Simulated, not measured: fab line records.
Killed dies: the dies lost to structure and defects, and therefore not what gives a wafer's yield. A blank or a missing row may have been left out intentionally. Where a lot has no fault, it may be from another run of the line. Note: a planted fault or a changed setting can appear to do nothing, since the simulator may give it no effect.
Matching of chambers ; flow n5-finfet ; N5_BEOL_M9_ILD_DEP_00 on pecvd-03 has 3 sister chambers
The step deposits SiCOH lowk from DEMS/porogen, target thk 308.51 nm, time 58 s. 6 wafers are shown with their chamber, then 10 later ones without.

WAFERS WITH THEIR CHAMBER
wafer;chamber;showerhead-plenum-p-Torr (Torr);heater-power-w (W)
L079.3;2;5.714;335
L079.5;2;5.718;329
L084.3;0;5.752;297
L084.5;1;5.718;255
L088.3;1;5.732;212
L088.4;0;5.744;327

WAFERS MISSING THEIR CHAMBER
wafer;showerhead-plenum-p-Torr (Torr);heater-power-w (W)
L088.5;5.725;225
L087.2;5.732;273
L087.3;5.709;303
L087.4;5.733;320
L091.1;5.727;320
L091.2;5.733;251
L091.5;5.704;321
L097.1;5.749;264
L097.2;5.733;324
L097.4;5.703;338

WHICH CHAMBER EACH ONE RAN IN
wafer;from the rows above;in truth
L088.5;1;1
L087.2;can't be placed: 1 or 0 or 2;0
L087.3;2;2
L087.4;can't be placed: 0 or 2 or 1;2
L091.1;can't be placed: 2 or 0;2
L091.2;1;1
L091.5;2;2
L097.1;can't be placed: 0 or 1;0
L097.2;can't be placed: 0 or 2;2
L097.4;2;2
Correctly placed: 5 of 10. From these rows, 5 cannot be placed; in 5 the true chamber is one of the candidates. Placed wrongly: 0.
How it was worked out, from the rows above alone: a wafer's distance from a chamber is the root of the sum, over the readings, of the square of ((its reading less the chamber's mean) divided by the reading's scatter). The wafer belongs to the nearest chamber; if the next one is less than 2 further off, it can't be placed. A chamber's mean is the mean of its shown wafers. The scatter: the root of (the sum of the squares of (reading less its chamber's mean) over the shown wafers, divided by (wafers less chambers)).
